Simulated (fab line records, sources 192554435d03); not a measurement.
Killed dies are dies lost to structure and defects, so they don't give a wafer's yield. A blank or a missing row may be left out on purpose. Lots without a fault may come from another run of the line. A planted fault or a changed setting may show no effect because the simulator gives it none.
One fault seen from 2 desks | flow n5_finfet | each desk has only its own numbers; what lay behind them comes last

THE TOOL OWNER'S DESK: pecvd-03
The tool's own readings at N5_BEOL_M1_DEP_57 (deposits SiCN from 3MS/NH3, target thk 8 nm, time 14 s): means of the sampled wafers that have a number, for each lot that ran on this tool. A lot is out of limits, marked OUT, if its mean lies more than 4 standard deviations from the usual mean; the brackets give that distance.
Columns: A = showerhead_plenum_p_Torr at N5_BEOL_M1_DEP_57, usual 3.662 Torr; B = throttle_valve_pct at N5_BEOL_M1_DEP_57, usual 8.9 %
lot  | first seen here | A     | B
L697 | day 8 07:23     | 3.663 | 9.0
L698 | day 8 08:42     | 3.652 | 8.6
L700 | day 9 11:14     | 3.678 | 9.4
This desk's finding: nothing out of limits on any of the 3 lots.

THE METROLOGY DESK
What the gauges read, lot by lot, whatever tool the lot ran on: means of the sampled wafers that have a number. A lot is out of limits, marked OUT, if its mean lies more than 4 standard deviations from the usual mean; the brackets give that distance. Of its 12 readings 7 are shown: those that lie furthest out on some lot.
Columns: A = M1_THK at N5_BEOL_M1_THK_MEAS_53, usual 40.0 nm; B = DIBL_N at N5_BEOL_M4_RC_MEAS_101, usual 36.4 mV/V; C = DIBL_P at N5_BEOL_M4_RC_MEAS_101, usual 35.8 mV/V; D = IOFF_N at N5_BEOL_M4_RC_MEAS_101, usual 0.154 nA/um; E = IOFF_P at N5_BEOL_M4_RC_MEAS_101, usual 0.21 nA/um; F = SS_P at N5_BEOL_M4_RC_MEAS_101, usual 73.2 mV/dec; G = VT_N at N5_BEOL_M4_RC_MEAS_101, usual 250.4 mV
lot  | first seen here | A    | B    | C    | D     | E    | F    | G
L696 | day 7 17:24     | 38.9 | 34.2 | 33.6 | 0.135 | 0.21 | 72.9 | 250.2
L697 | day 8 07:12     | 42.1 | 36.3 | 34.4 | 0.147 | 0.18 | 72.9 | 251.7
L698 | day 8 08:29     | 40.8 | 35.5 | 33.5 | 0.145 | 0.20 | 72.5 | 249.7
L700 | day 9 11:01     | 41.2 | 34.5 | 34.5 | 0.116 | 0.17 | 72.2 | 255.1
L708 | day 10 23:56    | 41.1 | 35.8 | 35.1 | 0.145 | 0.24 | 73.2 | 250.8
L711 | day 12 00:46    | 38.4 | 38.0 | 35.7 | 0.153 | 0.23 | 73.7 | 252.5
This desk's finding: nothing out of limits on any of the 6 lots.

PUT TOGETHER
The tool owner's desk saw nothing out of limits.
The metrology desk saw nothing out of limits.

WHAT THE SIMULATOR HAD PUT IN
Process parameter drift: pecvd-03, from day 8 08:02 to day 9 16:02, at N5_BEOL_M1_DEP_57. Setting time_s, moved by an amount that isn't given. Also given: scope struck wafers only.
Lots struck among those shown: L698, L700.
